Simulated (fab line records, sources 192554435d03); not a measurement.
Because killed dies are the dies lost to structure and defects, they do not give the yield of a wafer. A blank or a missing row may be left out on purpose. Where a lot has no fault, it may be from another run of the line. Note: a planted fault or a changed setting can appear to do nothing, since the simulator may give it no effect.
Which tool is to blame? -- flow n5_finfet -- 24 wafers from 8 lots sampled at 5 of the route's 1938 steps

## WHAT THE GAUGES READ, wafer by wafer
N5_BEOL_M3_OVL_MEAS_29. Usual: V2_OVL typically reads 0.1 nm, with standard deviation 0.86.
lot,measured,on,V2_OVL (nm),flag
L132,day 7 14:33,overlay-02,-0.6 -1.3 -0.7,
L133,day 7 14:45,overlay-01,-1.4 -1.8 -1.8,
L136,day 8 14:04,overlay-01,-0.5 -0.8 -1.0,
L142,day 10 03:07,overlay-01,0.7 1.0 1.3,
L145,day 10 17:12,overlay-01,0.9 1.1 1.0,
L146,day 10 22:42,overlay-02,1.3 1.7 0.5,
L149,day 11 22:07,overlay-01,-0.3 0.6 1.2,
L151,day 12 05:01,overlay-02,0.3 -0.6 0.6,

N5_BEOL_M4_RC_MEAS_101. Usual: DIBL_N 36.8 mV/V, standard deviation 1.5; DIBL_P 37.1 mV/V, standard deviation 2.1; IOFF_N 0.168 nA/um, standard deviation 0.03; IOFF_P 0.22 nA/um, standard deviation 0.034; ION_N 679 uA/um, standard deviation 12; ION_P 466 uA/um, standard deviation 8; SS_N 71.7 mV/dec, standard deviation 0.58; SS_P 73.5 mV/dec, standard deviation 0.67; VT_N 248.8 mV, standard deviation 2.7; VT_P -250 mV, standard deviation 3.3.
lot,measured,on,DIBL_N (mV/V),DIBL_P (mV/V),IOFF_N (nA/um),IOFF_P (nA/um),ION_N (uA/um),ION_P (uA/um),SS_N (mV/dec),SS_P (mV/dec),VT_N (mV),VT_P (mV),flag
L132,day 8 13:29,prober-01,37.0 36.9 37.1,36.1 36.0 36.1,0.146 0.146 0.148,0.19 0.20 0.20,678 675 672,461 462 461,71.5 70.6 70.9,73.5 72.9 73.4,249.8 247.4 248.0,-253 -249 -250,
L133,day 8 13:56,prober-02,36.8 37.9 37.9,36.8 38.8 37.6,0.162 0.184 0.190,0.26 0.29 0.26,690 689 704,482 479 486,71.3 71.8 71.9,73.5 74.2 73.5,248.8 249.6 246.3,-246 -242 -246,
L136,day 9 06:04,prober-01,35.4 35.5 35.6,37.0 37.0 37.2,0.167 0.166 0.183,0.22 0.21 0.22,671 680 684,469 463 470,71.3 71.8 71.2,74.0 72.8 73.4,247.2 245.1 244.9,-249 -248 -247,
L142,day 11 00:38,prober-02,37.1 36.8 37.4,39.3 40.2 40.5,0.176 0.175 0.181,0.24 0.27 0.27,677 670 674,463 463 466,72.4 72.5 72.5,73.6 74.6 74.3,250.6 249.6 247.8,-246 -246 -246,
L145,day 11 08:31,prober-02,36.5 35.7 38.2,37.7 37.1 39.7,0.184 0.152 0.230,0.21 0.19 0.24,686 682 697,463 471 476,71.9 71.7 73.2,73.9 72.8 74.2,245.8 249.9 242.6,-253 -254 -250,
L146,day 11 22:59,prober-01,37.2 38.1 35.6,37.4 38.0 35.5,0.178 0.182 0.146,0.23 0.25 0.20,690 689 683,467 470 468,71.8 71.6 70.7,72.4 73.9 72.7,245.2 247.6 251.3,-249 -247 -249,
L149,day 12 11:42,prober-01,36.0 36.6 33.2,37.5 37.5 33.1,0.143 0.163 0.102,0.21 0.20 0.15,670 677 651,462 460 451,72.4 72.0 71.3,74.4 73.6 72.1,250.8 247.4 255.1,-251 -251 -254,
L151,day 13 00:08,prober-02,39.5 36.3 37.7,39.8 36.0 37.7,0.233 0.149 0.182,0.28 0.21 0.23,712 687 695,478 472 476,71.8 71.4 72.2,74.5 73.2 73.2,244.4 250.9 248.9,-247 -249 -250,

## TOOL THAT RAN EACH LOT (tool first, then ch and the chambers of the sampled wafers, then the start)
lot,N5_BEOL_M3_ETCH_77,N5_BEOL_M3_ETCHBACK_99,N5_BEOL_M3_VIA_ETCH_34
L132,"rie_diel-05 ch 1,3, day 7 14:40","rie_diel-05 ch 0,2,3, day 8 00:46","rie_diel-05 ch 0,2,3, day 8 00:54"
L133,"rie_diel-04 ch 0,1,3, day 7 14:57","rie_diel-03 ch 0,1,3, day 8 01:00","rie_diel-03 ch 0,1,3, day 8 01:08"
L136,"rie_diel-04 ch 0,3, day 8 14:11","rie_diel-05 ch 1,2,3, day 8 14:25","rie_diel-05 ch 1,2,3, day 8 14:34"
L142,"rie_diel-04 ch 0,2, day 10 03:14","rie_diel-04 ch 0,3, day 10 07:22","rie_diel-04 ch 0,3, day 10 07:30"
L145,"rie_diel-04 ch 0,1,2, day 10 17:20","rie_diel-03 ch 0,2,3, day 10 19:46","rie_diel-03 ch 0,2,3, day 10 19:54"
L146,"rie_diel-05 ch 2,3, day 10 22:49","rie_diel-03 ch 0,2,3, day 10 23:03","rie_diel-03 ch 0,2,3, day 10 23:11"
L149,"rie_diel-03 ch 0,1,3, day 11 22:15","rie_diel-03 ch 0,1,2, day 11 22:29","rie_diel-03 ch 0,1,2, day 11 22:38"
L151,"rie_diel-05 ch 1,2,3, day 12 05:08","rie_diel-03 ch 0,1,3, day 12 07:50","rie_diel-03 ch 0,1,3, day 12 07:58"
- N5_BEOL_M3_ETCH_77: etches underlayer in N2/H2, target depth 6.5 nm, time 5.2 s.
- N5_BEOL_M3_ETCHBACK_99: etches SiO2 in CHF3, target depth 5 nm, time 10.4 s.
- N5_BEOL_M3_VIA_ETCH_34: etches the open film in C4F6/O2, target depth 69.4 nm, time 65.9 s.

## WHAT THE TOOLS THEMSELVES READ (means of the sampled wafers that have a number; where no wafer has one, the mark that the record gives instead)
N5_BEOL_M3_ETCH_77. Usual: chamber_pressure_mTorr 30.00 mTorr, standard deviation 0.041; drypump_motor_current_A 5.85 A, standard deviation 0.23; etch_rf_on_time_s 5.20 s, standard deviation 0.084; oes_product_au 0.66 a.u., standard deviation 0.073; rf_fwd_power_W 819.5 W, standard deviation 2.4; rf_vpp_V 523 V, standard deviation 3.1; showerhead_plenum_p_Torr 2.53 Torr, standard deviation 0.1; throttle_valve_pct 17.95 %, standard deviation 0.23.
lot,tool,chamber_pressure_mTorr (mTorr),drypump_motor_current_A (A),etch_rf_on_time_s (s),oes_product_au (a.u.),rf_fwd_power_W (W),rf_vpp_V (V),showerhead_plenum_p_Torr (Torr),throttle_valve_pct (%),flag
L132,rie_diel-05,30.01,5.89,5.20,0.62,818.0,521,2.46,17.92,
L133,rie_diel-04,29.99,5.93,5.28,0.66,820.1,522,2.49,17.91,
L136,rie_diel-04,30.04,5.77,5.28,0.61,819.9,521,2.45,18.02,
L142,rie_diel-04,30.01,5.58,8.99,0.51,819.7,524,2.51,17.75,OFF
L145,rie_diel-04,30.00,5.72,9.12,0.53,821.5,524,2.53,17.68,OFF
L146,rie_diel-05,30.01,5.94,5.10,0.66,821.5,523,2.51,17.99,
L149,rie_diel-03,30.00,5.89,5.18,0.68,819.9,524,2.55,17.98,
L151,rie_diel-05,29.95,5.84,5.19,0.70,817.9,523,2.54,17.88,

N5_BEOL_M3_ETCHBACK_99. Usual: chamber_pressure_mTorr is 30.001 mTorr with standard deviation 0.027, drypump_motor_current_A is 5.84 A with standard deviation 0.24, oes_product_au is 0.77 a.u. with standard deviation 0.081, rf_fwd_power_W is 212.3 W with standard deviation 0.85, rf_vpp_V is 240 V with standard deviation 4.8, showerhead_plenum_p_Torr is 2.15 Torr with standard deviation 0.087, and throttle_valve_pct is 17.19 % with standard deviation 0.21.
lot,tool,chamber_pressure_mTorr (mTorr),drypump_motor_current_A (A),oes_product_au (a.u.),rf_fwd_power_W (W),rf_vpp_V (V),showerhead_plenum_p_Torr (Torr),throttle_valve_pct (%),flag
L132,rie_diel-05,30.018,5.86,0.78,212.4,236,2.17,17.34,
L133,rie_diel-03,30.010,5.85,0.72,213.6,242,2.08,17.26,
L136,rie_diel-05,30.001,5.83,0.77,212.8,236,2.17,17.25,
L142,rie_diel-04,29.999,5.99,0.73,211.9,239,2.12,17.35,
L145,rie_diel-03,30.024,5.92,0.80,211.8,246,2.22,17.10,
L146,rie_diel-03,30.014,5.92,0.80,212.4,247,2.22,17.09,
L149,rie_diel-03,30.022,5.86,0.72,212.8,244,2.13,17.26,
L151,rie_diel-03,29.993,5.88,0.78,211.7,243,2.16,17.15,

N5_BEOL_M3_VIA_ETCH_34. Usual: chamber_pressure_mTorr 15.000 mTorr, standard deviation 0.012; drypump_motor_current_A 5.84 A, standard deviation 0.24; oes_o_777_au 0.77 a.u., standard deviation 0.083; oes_product_au 0.77 a.u., standard deviation 0.082; rf_fwd_power_W 347.0 W, standard deviation 1.1; rf_vpp_V 664 V, standard deviation 13; showerhead_plenum_p_Torr 2.84 Torr, standard deviation 0.11; throttle_valve_pct 30.91 %, standard deviation 0.22.
lot,tool,chamber_pressure_mTorr (mTorr),drypump_motor_current_A (A),oes_o_777_au (a.u.),oes_product_au (a.u.),rf_fwd_power_W (W),rf_vpp_V (V),showerhead_plenum_p_Torr (Torr),throttle_valve_pct (%),flag
L132,rie_diel-05,14.990,5.86,0.78,0.77,346.9,654,2.86,31.10,
L133,rie_diel-03,14.995,5.88,0.73,0.73,347.1,670,2.76,30.91,
L136,rie_diel-05,15.001,5.83,0.77,0.77,347.3,652,2.86,31.03,
L142,rie_diel-04,15.000,5.98,0.73,0.73,347.8,660,2.79,31.16,
L145,rie_diel-03,15.010,5.93,0.81,0.81,347.1,683,2.93,30.75,
L146,rie_diel-03,14.995,5.92,0.81,0.80,346.8,681,2.93,30.74,
L149,rie_diel-03,15.003,5.84,0.73,0.72,346.2,673,2.82,30.84,
L151,rie_diel-03,14.999,5.89,0.79,0.78,348.0,674,2.85,30.81,

## THE ANSWER, worked out from the rows above alone
Rule: a lot is off if the mean of its wafers that have a number lies more than 3 standard deviations from the usual mean. A lot without any number at a reading at which 4 lots or more have one is off too. Any other lot the step has rows for is counted as sound. After the gauges, taken in route order, come the tools' own readings; for these a lot's mean is taken, as printed above. At the first step where some lot is off, the reading lying furthest off is the one used; lots without a number count as furthest.
Off at N5_BEOL_M3_ETCH_77 (etch_rf_on_time_s): L142, L145.
If a tool, at that step or one of the process steps before it, ran each lot that is off and ran no sound lot following the first of them, it fits. One fits: N5_BEOL_M3_ETCH_77 on rie_diel-04. A fault onset in the window from L136 (day 8 14:11, its last sound lot) to L142 (day 10 03:14, its first lot off) fits.
The tool's own readings at N5_BEOL_M3_ETCH_77 bear it out: on the lots that are off they differ by more than 5 times the standard deviation of the sound lots' means. etch_rf_on_time_s reads 9.05 s there against 5.21 s on the sound lots.

## WHAT THE SIMULATOR HAD INSERTED
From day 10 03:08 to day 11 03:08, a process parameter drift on rie_diel-04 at N5_BEOL_M3_ETCH_77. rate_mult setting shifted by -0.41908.
Shown lots that were struck: L142, L145. The rule given above showed the same thing.
